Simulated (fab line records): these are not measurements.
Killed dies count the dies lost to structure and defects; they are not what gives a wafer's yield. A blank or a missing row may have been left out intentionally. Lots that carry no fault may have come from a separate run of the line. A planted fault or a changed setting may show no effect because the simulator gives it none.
Which tool was responsible? || flow nand harc || 7 lots (21 wafers sampled), 1 step of a 1302-step route

WHAT EACH GAUGE READ, for each wafer
NHARC_A_BONDPAD_OVL_MEAS_35.
{"lot": "L845", "measured": "day 24 01:30", "on": "overlay-01", "overlay x nm (nm)": "9 9 9"}
{"lot": "L847", "measured": "day 24 20:10", "on": "overlay-02", "overlay x nm (nm)": "3 3 2"}
{"lot": "L850", "measured": "day 27 10:49", "on": "overlay-02", "overlay x nm (nm)": "-11 -11 -11"}
{"lot": "L855", "measured": "day 28 12:30", "on": "overlay-02", "overlay x nm (nm)": "-12 -13 -13"}
{"lot": "L858", "measured": "day 29 03:38", "on": "overlay-01", "overlay x nm (nm)": "-4 -4 -4"}
{"lot": "L862", "measured": "day 32 04:28", "on": "overlay-02", "overlay x nm (nm)": "2 2 2"}
{"lot": "L865", "measured": "day 33 02:42", "on": "overlay-02", "overlay x nm (nm)": "-3 -2 -3"}

TOOL THAT RAN EACH LOT (tool first, then ch and the chambers of the sampled wafers, then the start)
No process step before these readings appears in the record.

THE ANSWER, worked out from the rows above alone
Rule: usual is defined by the lots themselves. Put in order of their means at a reading, lots are off if they are a third of the lots or fewer, leave a main group of 4 or more, and stand apart from it by a gap of 3 or more times the standard deviation of the main group's means; of several such gaps the widest counts. If all means in a main group match to the digits the tables above print for the reading, that group is not used. Also off: a lot with no number at a reading for which 4 or more lots have one. All remaining lots with rows at the step are treated as sound.
Across all readings shown, no lot is off: no conclusion can be drawn from this.

WHAT HAD BEEN PUT IN BY THE SIMULATOR
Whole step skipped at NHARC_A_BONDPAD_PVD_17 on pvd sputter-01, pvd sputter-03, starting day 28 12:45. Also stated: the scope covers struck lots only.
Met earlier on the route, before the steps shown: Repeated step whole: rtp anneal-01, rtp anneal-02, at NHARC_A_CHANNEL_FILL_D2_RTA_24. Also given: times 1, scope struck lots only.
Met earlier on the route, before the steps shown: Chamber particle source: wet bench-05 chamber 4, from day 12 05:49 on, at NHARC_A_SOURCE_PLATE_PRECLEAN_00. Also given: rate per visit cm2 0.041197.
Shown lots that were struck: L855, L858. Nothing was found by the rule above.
